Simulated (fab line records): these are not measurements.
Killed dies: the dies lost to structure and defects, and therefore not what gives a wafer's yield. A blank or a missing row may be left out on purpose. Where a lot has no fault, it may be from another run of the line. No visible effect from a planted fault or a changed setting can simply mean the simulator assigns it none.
Problem report in the 8D (eight disciplines) form, filled by code -- flow nandHarc -- the parts of the form that need people (team, actions taken, sign-off) are left out

## 1. THE PROBLEM
thkNm at NHARC_A_DECK1_JOINT_THK_MEAS_17 reads a mean of 34.6 nm on 4 wafers of 3 lots; wafers without a fault read 45.1 nm with a standard deviation of 1.1. That puts it -9.5 standard deviations away from the usual mean.
The step: measures by ellipsometry.
Earliest sighting: wafer L129.1 on filmMetro-02 at day 14 22:01. The record has a number at this step for 36 wafers belonging to 12 lots. Rule for "out", or "out of limits": more than 4 standard deviations from the usual mean. The other wafers with a number count as sound.

## 2. WHAT IT IS AND WHAT IT IS NOT
question,is,is not
which readings at this step,thkNm,-
which lots,"L129, L131, L132","L125, L126, L127, L128, L130, L137, L140, L143, L144"
which wafers of those lots,"L129.1, L131.1, L131.3, L132.1","L129.4, L129.5, L131.6, L132.4, L132.5"
read on which gauges,"filmMetro-01, filmMetro-02",-
when,from day 14 22:01,"up to then (14 sound wafers); but 18 sound wafers of L130, L131, L132, L137, L140, L143, L144 came after"

## 3. THE SUSPECTS, EACH WITH WHAT RULES IT OUT
Counting: if a tool at a process step up to the reading ran every lot that is out, it stays a suspect. Sound lots after the first of them don't rule it out here, since some wafers of a struck lot are sound.
- ruled out: the gauge at NHARC_A_DECK1_JOINT_THK_MEAS_17. Those wafers that are out were read across 2 gauges (filmMetro-01, filmMetro-02).
- pecvd-04 at NHARC_A_DECK1_JOINT_DEP_16 (deposits SiO2, target thk 45 nm): kept. It ran every lot that is out, first L129 (day 14 21:46); its last sound lot up to then is L128 (day 14 11:26).
The count leaves pecvd-04 at NHARC_A_DECK1_JOINT_DEP_16.

## 4. THE CAUSE (what the simulator had put in)
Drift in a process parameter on pecvd-04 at NHARC_A_DECK1_JOINT_DEP_16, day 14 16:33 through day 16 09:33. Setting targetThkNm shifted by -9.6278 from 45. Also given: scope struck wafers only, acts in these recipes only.
Only this tool survived the counting.

## 5. THE EFFECT CHAIN, in route order
Each row: a reading where the mean over the struck wafers with a number is more than 3 standard deviations away from the usual. Scope: only readings with a usual standard deviation given in the record; hours: median across lots of the time from each lot's start at the first step in this table that gives one to its start at this step; sigmas: change in usual standard deviations.
hours,step,reading,usual,on struck wafers,change,sigmas
0,NHARC_A_DECK1_JOINT_THK_MEAS_17,thkNm,45.1 nm,34.6,-10.5,-9.5
Later steps that measure or inspect, where all struck wafers having a row at the step show a number for every such reading and not one has moved that far: NHARC_A_DECK1_JOINT_INSPECT_05, NHARC_A_ONON_D2_THK_MEAS_18.

## 6. WHAT WOULD HAVE CAUGHT IT SOONER
5 hours passed between the start of the fault at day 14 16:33 and the first reading out of limits at a measuring or inspecting step in this record, taken at day 14 22:01.
Of the tool readings at NHARC_A_DECK1_JOINT_DEP_16 for which the record gives a usual standard deviation, none was out on any struck wafer, so an alarm limit of 4 standard deviations on them would not have fired.
Of the lots that are out (3), L131, L132 began NHARC_A_DECK1_JOINT_DEP_16 on pecvd-04 after day 14 22:01. A hold on the tool at that time would have spared those 2.
